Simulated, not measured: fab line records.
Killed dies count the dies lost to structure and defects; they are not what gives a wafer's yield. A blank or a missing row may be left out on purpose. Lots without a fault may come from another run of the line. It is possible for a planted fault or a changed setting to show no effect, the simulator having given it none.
Comparing a struck lot with a sound one ; flow n5 finfet ; 27 steps out of a route of 1938
Sound: wafers L265.2, L265.3, L265.5. Struck: wafers L259.2, L259.4. (L259.1 of the same lot was not struck and is left out.) The cause comes at the end.
Each step with rows lists, per side, the tool, then ch with its chambers, then its first start. Under that, the readings that differ: sound wafers ; struck wafers ; difference of the means ; sigmas: that difference in standard deviations of wafers without a fault.
alike: readings whose means differ by less than 2 such deviations, and words and numbers that are the same on both sides. not compared: withheld readings, readings that some wafer has no value for, bounds like >300 that may hide the same value, and numbers for which the record gives no deviation and whose values overlap.
The two part at a step that has a row with sigmas, a row that says differs or no value, or rows on one side only. Non-overlapping numbers with no deviation appear without sigmas and do not part them. Lack of a reading on every wafer of one side parts them only where that side has two or more wafers.

first, 3 steps without rows for these wafers: N5_BEOL_M14_PRE_CLEAN_42 (time 30 s); N5_BEOL_M14_SPUTTER_43 (material TaN, target thk 15 nm, time 24.19 s); N5_BEOL_M14_SPUTTER_44 (material Ta, target thk 15 nm, time 24.19 s).
N5_BEOL_M14_SPUTTER_45: material Cu, target thk 100 nm, time 16.67 s.
  struck on pvd sputter-03, day 15 22:04; sound on pvd sputter-03, day 17 00:52
  alike: throttle valve pct
then, 1 step without rows for these wafers: N5_BEOL_M14_ECD_47 (material Cu, target thk 1248 nm).
N5_BEOL_M14_ANNEAL_48: time 90 s.
  sound on rtp anneal-01 ch 0, day 17 01:25; struck on rtp anneal-01 ch 0, day 15 22:22
  alike: wafer_temp_C_max
N5_BEOL_M14_CMP_49: polishes, stops on SiO2, t overpolish 5.2 s, target thk 560 nm.
  sound on cmp-02 ch 0,2, day 17 01:43; struck on cmp-02 ch 0,1, day 15 22:41
  alike: barrier field endpoint s, motor current A, overpolish run s, slurry filter dp kPa, time to endpoint s
N5_BEOL_M14_THK_MEAS_50: measures by xrf.
  struck on film metro-02, day 15 22:59; sound on film metro-02, day 17 02:01
  alike: M14_THK
then, 1 step without rows for these wafers: N5_BEOL_M14_PRE_CLEAN_52 (time 15 s).
N5_BEOL_M14_DEP_53: deposits SiCN from 3MS/NH3, target thk 50 nm, time 17.8 s.
  sound on pecvd-03 ch 0,2, day 17 02:05; struck on pecvd-04 ch 0,2, day 15 23:02
  alike: rf fwd power W, showerhead plenum p Torr, throttle valve pct
  not compared: since wet clean h
N5_BEOL_M14_RS_MEAS_54: the measuring method here is four-point-probe.
  struck on film metro-02, day 15 23:07; sound on film metro-01, day 17 02:10
  alike: M14_RS
N5_BEOL_M14_INSPECT_55: inspects for defects (darkfield).
  struck on defect inspect-02, day 15 23:08; sound on defect inspect-01, day 17 02:11
  alike: raw defect count
N5_BEOL_M15_ILD_DEP_00: deposits SiO2 from TEOS/O2, target thk 1629.3 nm, time 346.1 s.
  sound on pecvd-01 ch 0,1,2, day 17 02:14; struck on pecvd-02 ch 1, day 15 23:10
  alike: heater power w, rf fwd power W, showerhead plenum p Torr, throttle valve pct
  not compared: since wet clean h
N5_BEOL_M15_THK_MEAS_01:
  struck on film metro-01, day 15 23:25; sound on film metro-01, day 17 02:29
  alike: M15_ILD_THK
then, 8 steps without rows for these wafers: N5_BEOL_M15_COAT_58 (time 60 s, resist thk 89 nm); N5_BEOL_M15_COAT_04 (resist thk 800 nm); N5_BEOL_M15_EBR_06; N5_BEOL_M15_SOFTBAKE_05 (time 60 s); N5_BEOL_M15_EXPOSE_07 (exposes mask V14); N5_BEOL_M15_PEB_08 (peb time 90 s); N5_BEOL_M15_DEVELOP_09 (develop time 45 s); N5_BEOL_M15_HARDBAKE_14 (time 120 s).
N5_BEOL_M15_CD_MEAS_10: the cd target is 360 nm.
  sound on cd sem-03 ch 0, day 17 02:55; struck on cd sem-02 ch 0, day 15 23:51
  alike: cd nm
N5_BEOL_M15_OVL_MEAS_11:
  sound on overlay-01 ch 0, day 17 02:56; struck on overlay-02 ch 0, day 15 23:53
  alike: V14_OVL
N5_BEOL_M15_INSPECT_12: inspects for defects (macro).
  struck on defect inspect-02, day 15 23:55; sound on defect inspect-02, day 17 02:58
reading;sound;struck;difference;sigmas
raw defect count;3 1 3;>300 >300;differs;
N5_BEOL_M15_DESCUM_15: chemistry O2, time 7.9 s.
  sound on rie diel-05 ch 0,1,3, day 17 02:59; struck on rie diel-05 ch 0,3, day 15 23:56
  alike: drypump motor current A, oes product au, rf fwd power W, rf vpp V, showerhead plenum p Torr, throttle valve pct
  not compared: rf hours counter h
N5_PASSIVATION_PROBE_49:
  the record has rows for the struck wafers here (prober-01, day 16 17:58) and none for the sound ones

## WHERE THEY PART
First at N5_BEOL_M15_INSPECT_12; last, within this record, at N5_PASSIVATION_PROBE_49.

WHY: what had been put in by the simulator
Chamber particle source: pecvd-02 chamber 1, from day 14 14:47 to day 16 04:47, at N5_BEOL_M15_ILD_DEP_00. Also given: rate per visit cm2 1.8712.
